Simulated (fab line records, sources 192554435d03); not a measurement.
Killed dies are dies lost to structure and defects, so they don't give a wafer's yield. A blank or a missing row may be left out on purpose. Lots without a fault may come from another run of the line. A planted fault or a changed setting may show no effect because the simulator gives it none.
fab line records | flow n5_finfet
record lots=5 wafers=15 last_day=16
route steps=1938 shown BEOL_M1@822 BEOL_M2@841
lots that met no fault: from a run of the same line without faults
start_h: hours from the record's first day to the start of the lot's first wafer shown | wait_h: hours since the lot's step before | " the same as in the row above | L1.1+2: a row that stands for several wafers | - no value, or no start given | * or withheld: withheld | < > ~ a bound
route shown NAME@n: a module of which the file shows steps, and the number in the route of the first | usual: mean/standard deviation of fault-free wafers | same: alike in all rows | chamber/n: place in a boat | sites: the reading at each site | _std_site: their standard deviation | _edge_site: outer sites' mean less inner sites' | radius_mm: how far each site lies from the wafer's centre | mask NAME#n: copy n | behind: the tool/chamber that last shaped the wafer | hold: why the lot was held/for how many hours/how that ended | device: the transistor (n, p or np) that didn't switch | end of line: the same wafers' tests at the end of the route | a step without rows: its recipe alone | killed: dies lost to structure and defects at the first sort, not the wafer's yield | map: a wafer's dies, x killed, . not, _ none there
set.NAME: the setting as run; set.NAME@STEP: as run at that earlier step | model.NAME: the simulator's own value behind a step, which no gauge read
lots at some steps of the route; a table a step, a row a wafer
services: from which hour (start_h, from the record's first day; less than 0 if before it) a tool's chamber was out of use, for how many hours, and why
## steps
# step N5_BEOL_M1_SPUTTER_88
# recipe material=Cu target_thk_a=45 temp_c=-20 chamber_pressure_pa=0.07 power_w=withheld time_s=8.29
# usual throttle_valve_pct=30.1/1.1
# same time_s=8.29
# columns lot.wafer tool chamber start_h wait_h throttle_valve_pct
L077.1 pvd_sputter-02 - 150.49 0.1 30.6
L077.3 " - " " 29.0
L077.6 " - " " 29.4
L081.1 pvd_sputter-01 - 176.47 0.1 30.3
L081.5 " - " " 28.2
L081.6 " - " " 31.2
L085.1 pvd_sputter-02 - 191.89 0.1 30.4
L085.2 " - " " 29.5
L085.4 " - " " 30.9
L087.2 pvd_sputter-01 - 216.62 0.1 31.3
L087.3 " - " " 30.4
L087.4 " - " " 31.2
L093.1 pvd_sputter-01 - 238.31 0.1 28.2
L093.2 " - " " 30.5
L093.3 " - " " 31.2
# step N5_BEOL_M1_ANNEAL_89
# recipe temp_c=400 time_s=240 ambient=vacuum
# usual heater_power_w=815/77
# same time_s=240
# columns lot.wafer tool chamber start_h wait_h heater_power_w
L077.1 pvd_sputter-02 - 150.57 0.0 1008
L077.3 " - " " 824
L077.6 " - " " 819
L081.1 pvd_sputter-01 - 176.55 0.0 839
L081.5 " - " " 847
L081.6 " - " " 716
L085.1 pvd_sputter-02 - 191.97 0.0 995
L085.2 " - " " 837
L085.4 " - " " 713
L087.2 pvd_sputter-01 - 216.70 0.0 711
L087.3 " - " " 846
L087.4 " - " " 842
L093.1 pvd_sputter-01 - 238.39 0.0 814
L093.2 " - " " 877
L093.3 " - " " 725
# step N5_BEOL_M1_SPUTTER_90
# recipe material=Cu target_thk_a=45 temp_c=-20 chamber_pressure_pa=0.07 power_w=withheld time_s=8.29
# usual throttle_valve_pct=30.1/1.1
# same time_s=8.29
# columns lot.wafer tool chamber start_h wait_h throttle_valve_pct
L077.1 pvd_sputter-02 - 150.71 0.1 30.9
L077.3 " - " " 29.2
L077.6 " - " " 29.3
L081.1 pvd_sputter-01 - 176.69 0.1 30.4
L081.5 " - " " 28.3
L081.6 " - " " 31.1
L085.1 pvd_sputter-02 - 192.11 0.1 30.8
L085.2 " - " " 29.2
L085.4 " - " " 30.9
L087.2 pvd_sputter-01 - 216.84 0.1 31.4
L087.3 " - " " 30.4
L087.4 " - " " 31.2
L093.1 pvd_sputter-01 - 238.53 0.1 28.5
L093.2 " - " " 30.4
L093.3 " - " " 31.1
# step N5_BEOL_M1_ANNEAL_91
# recipe temp_c=400 time_s=240 ambient=vacuum
# usual heater_power_w=817/77
# same time_s=240
# columns lot.wafer tool chamber start_h wait_h heater_power_w
L077.1 pvd_sputter-02 - 150.79 0.0 998
L077.3 " - " " 804
L077.6 " - " " 833
L081.1 pvd_sputter-01 - 176.77 0.0 863
L081.5 " - " " 823
L081.6 " - " " 726
L085.1 pvd_sputter-02 - 192.19 0.0 1010
L085.2 " - " " 817
L085.4 " - " " 736
L087.2 pvd_sputter-01 - 216.92 0.0 705
L087.3 " - " " 846
L087.4 " - " " 855
L093.1 pvd_sputter-01 - 238.61 0.0 824
L093.2 " - " " 861
L093.3 " - " " 730
# step N5_BEOL_M1_SPUTTER_92
# recipe material=Cu target_thk_a=45 temp_c=-20 chamber_pressure_pa=0.07 power_w=withheld time_s=8.29
# usual throttle_valve_pct=30.1/1.1
# same time_s=8.29
# columns lot.wafer tool chamber start_h wait_h throttle_valve_pct
L077.1 pvd_sputter-02 - 150.93 0.1 30.6
L077.3 " - " " 29.5
L077.6 " - " " 29.1
L081.1 pvd_sputter-01 - 176.91 0.1 30.4
L081.5 " - " " 28.5
L081.6 " - " " 31.3
L085.1 pvd_sputter-02 - 192.33 0.1 30.4
L085.2 " - " " 29.1
L085.4 " - " " 30.4
L087.2 pvd_sputter-01 - 217.06 0.1 31.3
L087.3 " - " " 30.3
L087.4 " - " " 31.3
L093.1 pvd_sputter-01 - 238.75 0.1 28.7
L093.2 " - " " 30.4
L093.3 " - " " 31.3
# step N5_BEOL_M1_ANNEAL_93
# recipe temp_c=400 time_s=240 ambient=vacuum
# usual heater_power_w=815/77
# same time_s=240
# columns lot.wafer tool chamber start_h wait_h heater_power_w
L077.1 pvd_sputter-02 - 151.01 0.0 991
L077.3 " - " " 840
L077.6 " - " " 814
L081.1 pvd_sputter-01 - 176.99 0.0 851
L081.5 " - " " 827
L081.6 " - " " 699
L085.1 pvd_sputter-02 - 192.41 0.0 1007
L085.2 " - " " 830
L085.4 " - " " 701
L087.2 pvd_sputter-01 - 217.14 0.0 699
L087.3 " - " " 842
L087.4 " - " " 853
L093.1 pvd_sputter-01 - 238.83 0.0 821
L093.2 " - " " 858
L093.3 " - " " 716
# step N5_BEOL_M1_SPUTTER_94
# recipe material=Cu target_thk_a=45 temp_c=-20 chamber_pressure_pa=0.07 power_w=withheld time_s=8.29
# usual throttle_valve_pct=30.2/1.1
# same time_s=8.29
# columns lot.wafer tool chamber start_h wait_h throttle_valve_pct
L077.1 pvd_sputter-02 - 151.15 0.1 30.4
L077.3 " - " " 29.6
L077.6 " - " " 29.4
L081.1 pvd_sputter-01 - 177.13 0.1 30.5
L081.5 " - " " 28.3
L081.6 " - " " 31.3
L085.1 pvd_sputter-02 - 192.55 0.1 30.4
L085.2 " - " " 29.4
L085.4 " - " " 31.1
L087.2 pvd_sputter-01 - 217.28 0.1 31.4
L087.3 " - " " 30.3
L087.4 " - " " 31.3
L093.1 pvd_sputter-01 - 238.97 0.1 28.5
L093.2 " - " " 30.6
L093.3 " - " " 31.2
# step N5_BEOL_M1_ANNEAL_95
# recipe temp_c=400 time_s=240 ambient=vacuum
# usual heater_power_w=816/77
# same time_s=240
# columns lot.wafer tool chamber start_h wait_h heater_power_w
L077.1 pvd_sputter-02 - 151.23 0.0 994
L077.3 " - " " 807
L077.6 " - " " 833
L081.1 pvd_sputter-01 - 177.21 0.0 850
L081.5 " - " " 831
L081.6 " - " " 717
L085.1 pvd_sputter-02 - 192.63 0.0 1015
L085.2 " - " " 835
L085.4 " - " " 701
L087.2 pvd_sputter-01 - 217.36 0.0 698
L087.3 " - " " 874
L087.4 " - " " 862
L093.1 pvd_sputter-01 - 239.05 0.0 818
L093.2 " - " " 856
L093.3 " - " " 704
# step N5_BEOL_M1_SPUTTER_96
# recipe material=Cu target_thk_a=45 temp_c=-20 chamber_pressure_pa=0.07 power_w=withheld time_s=8.29
# usual throttle_valve_pct=30.2/1.1
# same time_s=8.29
# columns lot.wafer tool chamber start_h wait_h throttle_valve_pct
L077.1 pvd_sputter-02 - 151.37 0.1 30.5
L077.3 " - " " 29.3
L077.6 " - " " 29.5
L081.1 pvd_sputter-01 - 177.35 0.1 30.4
L081.5 " - " " 28.4
L081.6 " - " " 31.1
L085.1 pvd_sputter-02 - 192.77 0.1 30.7
L085.2 " - " " 29.2
L085.4 " - " " 31.1
L087.2 pvd_sputter-01 - 217.50 0.1 31.1
L087.3 " - " " 30.5
L087.4 " - " " 31.3
L093.1 pvd_sputter-01 - 239.19 0.1 28.2
L093.2 " - " " 30.5
L093.3 " - " " 31.3
# step N5_BEOL_M1_ECD_50
# recipe material=Cu target_thk_a=3000
# columns lot.wafer tool chamber start_h wait_h
L077.1+3+6 ecd_cu-01 1 151.49 0.1
L081.1+5+6 ecd_cu-02 0,1,0 177.46 0.1
L085.1+2+4 ecd_cu-02 0,1,0 192.88 0.1
L087.2+3+4 ecd_cu-01 0,1,0 217.62 0.1
L093.1+2+3 ecd_cu-02 1,0,1 239.31 0.1
# step N5_BEOL_M1_ANNEAL_51
# recipe temp_c=225 time_s=90 ambient=N2
# usual anneal_temp_c_max=225.76/0.24 wafer_temp_C_max=225.99/0.22
# same time_s=90
# columns lot.wafer tool chamber start_h wait_h anneal_temp_c_max wafer_temp_C_max
L077.1 rtp_anneal-01 0 151.57 0.1 225.88 225.91
L077.3 " 0 " " 226.07 225.84
L077.6 " 0 " " 225.61 226.08
L081.1 rtp_anneal-01 0 177.79 0.3 226.01 226.49
L081.5 " 0 " " 225.87 226.16
L081.6 " 0 " " 226.28 226.58
L085.1 rtp_anneal-01 0 192.96 0.1 225.81 226.13
L085.2 " 0 " " 226.00 225.88
L085.4 " 0 " " 225.63 225.80
L087.2 rtp_anneal-01 0 217.74 0.1 225.68 225.82
L087.3 " 0 " " 225.44 225.94
L087.4 " 0 " " 225.35 225.66
L093.1 rtp_anneal-01 0 239.39 0.1 226.17 225.93
L093.2 " 0 " " 226.26 226.23
L093.3 " 0 " " 226.18 225.76
# step N5_BEOL_M1_CMP_52
# recipe stop_on=SiOC t_overpolish_s=6.8 down_force_psi=1 platen_rpm=50 clearing_platen_down_force_psi=1.5 clearing_platen_rpm=50 post_cmp_clean=cu_alkaline target_thk_nm=40 clearing_platen_pad_velocity_m_s=0.99484 pad_velocity_m_s=0.99484
# usual barrier_field_endpoint_s=24.8/0.61 motor_current_A=6.0/0.54 overpolish_run_s=6.800/0.0079 time_to_endpoint_s=63.3/2.9
# columns lot.wafer tool chamber start_h wait_h barrier_field_endpoint_s motor_current_A overpolish_run_s time_to_endpoint_s
L077.3 cmp-02 1 151.87 0.2 25.2 6.4 6.803 63.2
L077.1 " 0 " " 24.7 5.8 6.807 67.2
L077.6 " 1 " " 24.2 7.1 6.816 62.7
L081.1 cmp-02 0 178.09 0.3 25.2 6.1 6.791 64.6
L081.5 " 0 " " 26.4 6.2 6.793 64.6
L081.6 " 1 " " 25.3 6.8 6.796 63.7
L085.4 cmp-02 1 193.26 0.1 24.3 6.7 6.810 64.3
L085.1 " 3 " " 24.1 5.3 6.798 63.5
L085.2 " 0 " " 24.6 5.9 6.801 67.9
L087.3 cmp-01 2 218.03 0.2 24.0 5.9 6.800 62.6
L087.2 " 3 " " 24.8 6.0 6.800 65.6
L087.4 " 0 " " 24.3 5.2 6.804 62.0
L093.1 cmp-01 3 239.72 0.3 24.7 5.8 6.797 65.3
L093.3 " 0 " " 23.5 4.7 6.805 60.1
L093.2 " 1 " " 24.8 5.5 6.792 64.9
# step N5_BEOL_M1_THK_MEAS_53
# recipe thk_meas_gauge=xrf reads=Cu_of_BEOL_M1_ECD_50
# usual M1_THK=40.2/1.4
# columns lot.wafer tool chamber start_h wait_h M1_THK[nm]
L077.1 film_metro-02 - 152.16 - 39.1
L077.3 " - " " 39.1
L077.6 " - " " 41.2
L081.1 film_metro-01 - 178.38 - 40.6
L081.5 " - " " 41.7
L081.6 " - " " 41.3
L085.1 film_metro-01 - 193.55 - 38.0
L085.2 " - " " 39.6
L085.4 " - " " 38.6
L087.2 film_metro-01 - 218.29 - 40.3
L087.3 " - " " 41.5
L087.4 " - " " 42.1
L093.1 film_metro-02 - 239.98 - 40.9
L093.2 " - " " 41.1
L093.3 " - " " 38.0
# step N5_BEOL_M1_PRE_CLEAN_60
# recipe gas=NH3/H2 time_s=15 temp_c=* rf_power_w=300
# usual heater_power_w=92/16
# same time_s=15
# columns lot.wafer tool chamber start_h wait_h heater_power_w
L077.1 cvd_co-01 1 152.20 0.0 94
L077.3 " 0 " " 66
L077.6 " 0 " " 66
L081.1 cvd_co-02 1 178.42 0.0 115
L081.5 " 2 " " 79
L081.6 " 0 " " 106
L085.1 cvd_co-02 0 193.59 0.0 104
L085.2 " 2 " " 81
L085.4 " 1 " " 112
L087.2 cvd_co-01 2 218.33 0.0 98
L087.3 " 0 " " 68
L087.4 " 0 " " 67
L093.1 cvd_co-02 1 240.01 0.0 115
L093.2 " 2 " " 81
L093.3 " 0 " " 106
# step N5_BEOL_M1_CO_CAP_55
# recipe material=Co target_thk_a=20 temp_c=200 precursor=CCTBA/H2 pressure_torr=30 time_s=102.1
# usual heater_power_w=245/20
# same time_s=102.1
# columns lot.wafer tool chamber start_h wait_h heater_power_w
L077.1 cvd_co-01 1 152.24 0.0 244
L077.3 " 0 " " 219
L077.6 " 0 " " 210
L081.1 cvd_co-02 1 178.46 0.0 278
L081.5 " 2 " " 227
L081.6 " 0 " " 256
L085.1 cvd_co-02 0 193.63 0.0 255
L085.2 " 2 " " 222
L085.4 " 1 " " 280
L087.2 cvd_co-01 2 218.37 0.0 251
L087.3 " 0 " " 214
L087.4 " 0 " " 216
L093.1 cvd_co-02 1 240.05 0.0 268
L093.2 " 2 " " 225
L093.3 " 0 " " 259
# step N5_BEOL_M1_PRE_CLEAN_56
# recipe gas=NH3 time_s=15 temp_c=withheld rf_power_w=300
# same time_s=15
# columns lot.wafer tool chamber start_h wait_h
L077.1+3+6 pecvd-02 0,1,1 152.33 0.1
L081.1+5+6 pecvd-02 2,1,2 178.55 0.1
L085.1+2+4 pecvd-04 0,2,2 193.72 0.1
L087.2+3+4 pecvd-04 1,2,0 218.46 0.1
L093.1+2+3 pecvd-02 1,2,1 240.15 0.1
# step N5_BEOL_M1_DEP_57
# recipe material=SiCN target_thk_a=80 temp_c=withheld precursor=3MS/NH3 pressure_torr=3 rf_w=202 time_s=14
# usual showerhead_plenum_p_Torr=3.669/0.015 throttle_valve_pct=9.3/0.46
# same time_s=14
# columns lot.wafer tool chamber start_h wait_h showerhead_plenum_p_Torr throttle_valve_pct
L077.1 pecvd-02 0 152.36 0.0 3.682 9.2
L077.3 " 1 " " 3.674 9.7
L077.6 " 1 " " 3.669 9.4
L081.1 pecvd-02 2 178.57 0.0 3.677 9.3
L081.5 " 1 " " 3.675 9.9
L081.6 " 2 " " 3.679 9.3
L085.1 pecvd-04 0 193.75 0.0 3.664 9.6
L085.2 " 2 " " 3.692 8.4
L085.4 " 2 " " 3.689 8.8
L087.2 pecvd-04 1 218.48 0.0 3.644 9.2
L087.3 " 2 " " 3.681 8.8
L087.4 " 0 " " 3.653 9.6
L093.1 pecvd-02 1 240.18 0.0 3.669 9.4
L093.2 " 2 " " 3.690 9.0
L093.3 " 1 " " 3.679 9.2
# step N5_BEOL_M1_RS_MEAS_58
# recipe thk_meas_gauge=four-point-probe reads=Co_of_BEOL_M1_CO_CAP_55+Cu_of_BEOL_M1_ECD_50+Co_of_BEOL_M1_CVD_47+TaN_of_BEOL_M1_ALD_84
# usual M1_RS=0.67/0.03
# columns lot.wafer tool chamber start_h wait_h M1_RS[ohm/sq]
L077.1 film_metro-01 - 152.43 0.1 0.70
L077.3 " - " " 0.70
L077.6 " - " " 0.66
L081.1 film_metro-01 - 178.64 0.0 0.67
L081.5 " - " " 0.65
L081.6 " - " " 0.65
L085.1 film_metro-01 - 193.81 0.0 0.73
L085.2 " - " " 0.69
L085.4 " - " " 0.72
L087.2 film_metro-01 - 218.55 0.1 0.67
L087.3 " - " " 0.64
L087.4 " - " " 0.63
L093.1 film_metro-02 - 240.27 0.1 0.66
L093.2 " - " " 0.65
L093.3 " - " " 0.72
# step N5_BEOL_M1_INSPECT_59
# recipe inspect_instrument=darkfield mode=post_dep
# usual raw_defect_count=77/29
# columns lot.wafer tool chamber start_h wait_h raw_defect_count
L077.1 defect_inspect-01 - 152.45 0.0 45
L077.3 " - " " 80
L077.6 " - " " 83
L081.1 defect_inspect-01 - 178.67 0.0 108
L081.5 " - " " 103
L081.6 " - " " 101
L085.1 defect_inspect-01 - 193.84 0.0 82
L085.2 " - " " 39
L085.4 " - " " 57
L087.2 defect_inspect-02 - 218.58 0.0 94
L087.3 " - " " 76
L087.4 " - " " 79
L093.1 defect_inspect-02 - 240.29 0.0 57
L093.2 " - " " 61
L093.3 " - " " 71
# step N5_BEOL_M2_ILD_DEP_00
# recipe material=SiOC target_thk_a=790 temp_c=350 precursor=DEMS/O2 pressure_torr=5 rf_w=500 time_s=15.3
# usual heater_power_w=504/84 showerhead_plenum_p_Torr=5.697/0.015 throttle_valve_pct=12.2/0.57
# same time_s=15.3
# columns lot.wafer tool chamber start_h wait_h heater_power_w showerhead_plenum_p_Torr throttle_valve_pct
L077.1 pecvd-01 1 152.49 0.0 489 5.715 13.6
L077.3 " 0 " " 323 5.683 12.7
L077.6 " 1 " " 486 5.700 13.3
L081.1 pecvd-03 2 178.70 0.0 509 5.684 11.9
L081.5 " 0 " " 566 5.696 11.8
L081.6 " 2 " " 409 5.685 11.7
L085.1 pecvd-02 1 193.88 0.0 586 5.696 12.3
L085.2 " 2 " " 410 5.695 12.0
L085.4 " 1 " " 589 5.708 12.4
L087.2 pecvd-01 0 218.61 0.0 327 5.677 12.7
L087.3 " 1 " " 525 5.702 13.5
L087.4 " 0 " " 349 5.664 12.9
L093.1 pecvd-03 2 240.33 0.0 504 5.682 11.3
L093.2 " 1 " " 550 5.678 12.5
L093.3 " 0 " " 563 5.712 11.8
# step N5_BEOL_M2_THK_MEAS_01
# recipe reads=SiOC_of_BEOL_M2_ILD_DEP_00
# usual M2_ILD_THK=79.0/1.1
# columns lot.wafer tool chamber start_h wait_h M2_ILD_THK[nm]
L077.1 film_metro-01 - 152.56 0.0 78.2
L077.3 " - " " 77.7
L077.6 " - " " 79.9
L081.1 film_metro-01 - 178.77 0.0 78.4
L081.5 " - " " 78.8
L081.6 " - " " 80.3
L085.1 film_metro-01 - 193.94 0.0 78.6
L085.2 " - " " 77.9
L085.4 " - " " 79.0
L087.2 film_metro-01 - 218.68 0.1 77.3
L087.3 " - " " 76.4
L087.4 " - " " 78.6
L093.1 film_metro-01 - 240.40 0.0 78.0
L093.2 " - " " 79.8
L093.3 " - " " 77.2
# step N5_BEOL_M2_PECVD_72
# recipe material=SiO2 target_thk_a=160 temp_c=400 precursor=TEOS/O2 pressure_torr=5.5 rf_w=450 teos_flow_sccm=53.8 gas=O2 flow_sccm=3000 time_s=18
# usual heater_power_w=741/120 showerhead_plenum_p_Torr=8.81/0.055 throttle_valve_pct=23.1/0.97
# same time_s=18
# columns lot.wafer tool chamber start_h wait_h heater_power_w showerhead_plenum_p_Torr throttle_valve_pct
L077.1 pecvd-02 1 152.59 0.0 853 8.83 23.5
L077.3 " 0 " " 636 8.85 22.3
L077.6 " 0 " " 616 8.83 22.4
L081.1 pecvd-02 1 178.81 0.0 866 8.83 23.6
L081.5 " 1 " " 869 8.81 23.5
L081.6 " 0 " " 784 8.86 22.5
L085.1 pecvd-03 2 193.98 0.0 671 8.72 22.4
L085.2 " 0 " " 867 8.83 22.1
L085.4 " 1 " " 932 8.75 23.1
L087.2 pecvd-03 1 218.72 0.0 834 8.76 22.8
L087.3 " 0 " " 820 8.84 22.2
L087.4 " 1 " " 842 8.75 22.8
L093.1 pecvd-02 1 240.43 0.0 825 8.84 23.6
L093.2 " 2 " " 577 8.85 22.9
L093.3 " 1 " " 803 8.84 23.4
# step N5_BEOL_M2_HM_DEP_02
# recipe material=TiN target_thk_a=200 temp_c=25 chamber_pressure_pa=0.49996
# usual throttle_valve_pct=30.1/0.99
# columns lot.wafer tool chamber start_h wait_h throttle_valve_pct
L077.1 pvd_sputter-01 - 152.65 0.0 31.2
L077.3 " - " " 31.3
L077.6 " - " " 28.6
L081.1 pvd_sputter-03 - 180.88 2.1 30.0
L081.5 " - " " 30.3
L081.6 " - " " 29.5
L085.1 pvd_sputter-02 - 194.81 0.8 30.6
L085.2 " - " " 31.4
L085.4 " - " " 29.5
L087.2 pvd_sputter-01 - 219.82 1.1 31.2
L087.3 " - " " 30.3
L087.4 " - " " 31.0
L093.1 pvd_sputter-02 - 241.43 1.0 29.2
L093.2 " - " " 31.2
L093.3 " - " " 31.1
# step N5_BEOL_M2_COAT_61
# recipe resist=SOC temp_c=250 time_s=60 spin_rpm=1500 resist_thk_nm=60
# usual dispense_pressure_kPa=50/5.4 heater_power_total_W=500.6/1.8
# same time_s=60
# columns lot.wafer tool chamber start_h wait_h dispense_pressure_kPa heater_power_total_W
L077.1 litho_track-05 0 152.78 0.1 49 500.6
L077.3 " 0 " " 49 500.1
L077.6 " 0 " " 49 503.0
L081.1 litho_track-02 0 181.01 0.1 43 500.2
L081.5 " 0 " " 43 501.4
L081.6 " 0 " " 43 502.8
L085.1 litho_track-05 0 194.93 0.1 49 498.4
L085.2 " 0 " " 49 497.6
L085.4 " 0 " " 49 498.6
L087.2 litho_track-05 0 219.95 0.1 49 499.6
L087.3 " 0 " " 50 502.0
L087.4 " 0 " " 49 498.4
L093.1 litho_track-04 0 241.56 0.1 56 502.1
L093.2 " 0 " " 56 499.8
L093.3 " 0 " " 56 502.7
# step N5_BEOL_M2_COAT_62
# recipe resist=SiARC temp_c=220 time_s=60 spin_rpm=1500 resist_thk_nm=12
# usual dispense_pressure_kPa=50/5.4 heater_power_total_W=427.6/2.2
# same time_s=60
# columns lot.wafer tool chamber start_h wait_h dispense_pressure_kPa heater_power_total_W
L077.1 litho_track-05 0 - - 49 424.3
L077.3 " 0 " " 49 425.3
L077.6 " 0 " " 49 427.8
L081.1 litho_track-02 0 - - 43 424.3
L081.5 " 0 " " 43 424.2
L081.6 " 0 " " 43 428.2
L085.1 litho_track-05 0 - - 49 428.6
L085.2 " 0 " " 49 427.1
L085.4 " 0 " " 49 428.3
L087.2 litho_track-05 0 - - 49 427.8
L087.3 " 0 " " 49 430.9
L087.4 " 0 " " 49 424.3
L093.1 litho_track-04 0 - - 56 424.8
L093.2 " 0 " " 56 430.3
L093.3 " 0 " " 56 426.4
# step N5_BEOL_M2_COAT_73
# recipe resist=underlayer temp_c=205 time_s=60 spin_rpm=1500 resist_thk_nm=5
# usual dispense_pressure_kPa=50/5.4 heater_power_total_W=391.5/1.3
# same time_s=60
# columns lot.wafer tool chamber start_h wait_h dispense_pressure_kPa heater_power_total_W
L077.1 litho_track-05 0 - - 50 391.9
L077.3 " 0 " " 50 393.0
L077.6 " 0 " " 50 392.0
L081.1 litho_track-02 0 - - 43 392.4
L081.5 " 0 " " 43 389.5
L081.6 " 0 " " 43 392.4
L085.1 litho_track-05 0 - - 50 391.2
L085.2 " 0 " " 50 389.4
L085.4 " 0 " " 50 390.5
L087.2 litho_track-05 0 - - 49 392.0
L087.3 " 0 " " 49 392.5
L087.4 " 0 " " 49 390.2
L093.1 litho_track-04 0 - - 56 390.9
L093.2 " 0 " " 56 392.4
L093.3 " 0 " " 56 391.6
# step N5_BEOL_M2_COAT_05
# recipe resist=CAR-EUV spin_rpm=1500 resist_thk_nm=30
# usual dispense_pressure_kPa=50/5.4
# columns lot.wafer tool chamber start_h wait_h dispense_pressure_kPa
L077.1 litho_track-05 0 - - 50
L077.3 " 0 " " 50
L077.6 " 0 " " 50
L081.1 litho_track-02 0 - - 43
L081.5 " 0 " " 43
L081.6 " 0 " " 43
L085.1 litho_track-05 0 - - 49
L085.2 " 0 " " 49
L085.4 " 0 " " 49
L087.2 litho_track-05 0 - - 49
L087.3 " 0 " " 49
L087.4 " 0 " " 49
L093.1 litho_track-04 0 - - 56
L093.2 " 0 " " 56
L093.3 " 0 " " 56
# step N5_BEOL_M2_EBR_07
# recipe solvent=PGMEA ebr_width_mm=1.5
# same ebr_width_mm=1.5
# columns lot.wafer tool chamber start_h wait_h
L077.1+3+6 litho_track-05 0 - -
L081.1+5+6 litho_track-02 0 - -
L085.1+2+4 litho_track-05 0 - -
L087.2+3+4 litho_track-05 0 - -
L093.1+2+3 litho_track-04 0 - -
# step N5_BEOL_M2_SOFTBAKE_06
# recipe temp_c=110 time_s=60 resist=CAR-EUV
# usual heater_power_total_W=175.6/1.7
# same time_s=60
# columns lot.wafer tool chamber start_h wait_h heater_power_total_W
L077.1 litho_track-05 0 - - 175.1
L077.3 " 0 " " 176.4
L077.6 " 0 " " 177.6
L081.1 litho_track-02 0 - - 173.0
L081.5 " 0 " " 175.9
L081.6 " 0 " " 177.6
L085.1 litho_track-05 0 - - 173.1
L085.2 " 0 " " 177.1
L085.4 " 0 " " 177.7
L087.2 litho_track-05 0 - - 177.4
L087.3 " 0 " " 173.0
L087.4 " 0 " " 177.5
L093.1 litho_track-04 0 - - 173.0
L093.2 " 0 " " 176.8
L093.3 " 0 " " 174.2
# step N5_BEOL_M2_EXPOSE_08
# recipe mask_id=M2 na=0.33 source_shape=dipole sigma_inner=0.369 sigma_outer=0.767 polarization=unpolarized dose_mj=41.25
# columns lot.wafer tool chamber start_h wait_h mask
L077.1+3+6 euv_scanner-01 0 153.08 - M2#0
L081.1+5+6 euv_scanner-01 0 181.27 - M2#0
L085.1+2+4 euv_scanner-02 0 195.07 - M2#0
L087.2+3+4 euv_scanner-01 0 220.09 - M2#0
L093.1+2+3 euv_scanner-02 0 241.70 - M2#0
# step N5_BEOL_M2_PEB_09
# recipe peb_temp_c=100 peb_time_s=60 resist=CAR-EUV
# usual heater_power_total_W=154.1/1.1
# columns lot.wafer tool chamber start_h wait_h heater_power_total_W
L077.1 litho_track-05 0 153.14 0.1 152.9
L077.3 " 0 " " 155.2
L077.6 " 0 " " 155.7
L081.1 litho_track-05 0 181.33 0.1 155.7
L081.5 " 0 " " 154.5
L081.6 " 0 " " 152.8
L085.1 litho_track-05 0 195.13 0.1 155.6
L085.2 " 0 " " 153.4
L085.4 " 0 " " 153.0
L087.2 litho_track-04 0 220.15 0.1 152.5
L087.3 " 0 " " 155.5
L087.4 " 0 " " 154.4
L093.1 litho_track-04 0 241.76 0.1 154.1
L093.2 " 0 " " 155.2
L093.3 " 0 " " 152.6
# step N5_BEOL_M2_DEVELOP_10
# recipe develop_time_s=30 developer=TMAH resist=CAR-EUV rinse_liquid=surfactant_rinse dry=air_spin dev_temp_c=23
# columns lot.wafer tool chamber start_h wait_h
L077.1+3+6 litho_track-05 0 - -
L081.1+5+6 litho_track-05 0 - -
L085.1+2+4 litho_track-05 0 - -
L087.2+3+4 litho_track-04 0 - -
L093.1+2+3 litho_track-04 0 - -
# step N5_BEOL_M2_CD_MEAS_11
# recipe target_cd_nm=16.79 landing_energy_ev=500 detector=se_inlens polarity=opening
# usual cd_nm=16.77/0.26
# columns lot.wafer tool chamber start_h wait_h cd_nm
L077.1 cd_sem-01 0 153.21 - 17.17
L077.3 " 0 " " 17.04
L077.6 " 0 " " 16.88
L081.1 cd_sem-02 0 181.40 - 16.86
L081.5 " 0 " " 17.14
L081.6 " 0 " " 16.48
L085.1 cd_sem-03 0 195.20 - 16.46
L085.2 " 0 " " 17.09
L085.4 " 0 " " 17.29
L087.2 cd_sem-01 0 220.22 - 16.53
L087.3 " 0 " " 16.90
L087.4 " 0 " " 16.59
L093.1 cd_sem-01 0 241.83 - 17.11
L093.2 " 0 " " 17.12
L093.3 " 0 " " 17.14
# step N5_BEOL_M2_OVL_MEAS_12
# recipe points_per_wafer=522
# usual M2_OVL=-0.5/0.55
# columns lot.wafer tool chamber start_h wait_h M2_OVL[nm]
L077.1 overlay-01 0 153.24 0.0 -0.1
L077.3 " 0 " " -0.5
L077.6 " 0 " " -0.5
L081.1 overlay-02 0 181.43 0.0 0.7
L081.5 " 0 " " -0.9
L081.6 " 0 " " -0.1
L085.1 overlay-01 0 195.23 0.0 0.0
L085.2 " 0 " " -0.7
L085.4 " 0 " " -1.0
L087.2 overlay-01 0 220.25 0.0 -1.6
L087.3 " 0 " " -1.0
L087.4 " 0 " " -1.0
L093.1 overlay-02 0 241.86 0.0 -1.1
L093.2 " 0 " " -1.2
L093.3 " 0 " " -0.6
# step N5_BEOL_M2_INSPECT_13
# recipe mode=adi inspect_instrument=brightfield
# usual raw_defect_count=429/110
# columns lot.wafer tool chamber start_h wait_h raw_defect_count
L077.1 defect_inspect-01 - 153.30 0.1 267
L077.3 " - " " 387
L077.6 " - " " 395
L081.1 defect_inspect-02 - 181.49 0.1 570
L081.5 " - " " 605
L081.6 " - " " 490
L085.1 defect_inspect-01 - 195.29 0.1 631
L085.2 " - " " 468
L085.4 " - " " 397
L087.2 defect_inspect-02 - 220.31 0.0 427
L087.3 " - " " 441
L087.4 " - " " 540
L093.1 defect_inspect-02 - 241.92 0.1 298
L093.2 " - " " 284
L093.3 " - " " 395
## services
# columns tool chamber start_h hours kind
cmp-01 - 133.70 17.0 pm
ecd_cu-02 - 136.16 3.0 repair
euv_scanner-02 - 146.32 0.1 repair
cmp-02 - 147.13 0.3 repair
ecd_cu-01 - 147.34 1.7 repair
euv_scanner-02 - 150.61 5.8 pm
pecvd-01 - 160.34 2.7 repair
cmp-01 - 161.94 2.5 repair
euv_scanner-02 - 163.25 1.0 pm
pecvd-04 - 169.48 6.0 pm
euv_scanner-01 - 172.09 1.0 pm
pecvd-02 - 181.92 2.8 pm
pecvd-01 2 184.32 17.0 repair
euv_scanner-01 - 204.87 1.1 repair
pecvd-02 - 207.67 14.6 pm
cmp-01 - 210.13 3.9 repair
cvd_co-01 - 210.25 2.8 pm
cmp-01 - 218.67 0.6 repair
euv_scanner-02 - 219.40 1.0 pm
euv_scanner-01 - 228.24 1.0 pm
cvd_co-02 - 231.13 0.6 repair
pecvd-03 - 231.62 0.9 repair
cmp-02 - 231.83 6.2 pm
pecvd-02 0 234.62 16.0 repair
## key
fault none
